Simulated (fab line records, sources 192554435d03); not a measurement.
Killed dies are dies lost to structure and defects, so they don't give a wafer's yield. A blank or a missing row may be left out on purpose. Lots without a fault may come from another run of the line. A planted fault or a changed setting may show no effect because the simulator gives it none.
Chamber matching | flow n5_finfet | N5_HKMG_FIN_ALD_36 on ald_metal-04: 4 sister chambers
The step deposits TiN, target thk 1 nm, pulse time 1 s, purge time 3 s. 4 wafers are shown with their chamber, then 10 later ones without.

WAFERS WITH THEIR CHAMBER
wafer  | chamber | heater_power_w (W)
L079.2 | 0       | 900
L083.1 | 2       | 810
L091.1 | 1       | 835
L091.2 | 3       | 895

WAFERS WITHOUT THEIR CHAMBER
wafer  | heater_power_w (W)
L091.3 | 814
L094.1 | 815
L094.2 | 921
L094.3 | 810
L094.4 | 906
L094.5 | 912
L094.6 | 813
L095.2 | 848
L095.3 | 889
L095.4 | 833

WHICH CHAMBER EACH WENT THROUGH
wafer  | from the rows above     | in truth
L091.3 | can't be placed: 2 or 1 | 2
L094.1 | can't be placed: 2 or 1 | 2
L094.2 | can't be placed: 0 or 3 | 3
L094.3 | 2                       | 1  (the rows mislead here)
L094.4 | can't be placed: 0 or 3 | 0
L094.5 | can't be placed: 0 or 3 | 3
L094.6 | 2                       | 2
L095.2 | 1                       | 1
L095.3 | can't be placed: 3 or 0 | 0
L095.4 | 1                       | 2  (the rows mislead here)
Placed correctly: 2 of 10. Can't be placed from these rows: 6 (the true chamber is among the candidates in 6). Placed wrongly: 2.
How it was worked out, from the rows above alone: a wafer's distance from a chamber is the root of the sum, over the readings, of the square of ((its reading less the chamber's mean) divided by the reading's scatter). The wafer belongs to the nearest chamber; if the next one is less than 2 further off, it can't be placed. A chamber's mean is the mean of its shown wafers. The scatter: with one shown wafer a chamber, the root of the mean of the squares of how far each hidden wafer lies from its nearest shown one.
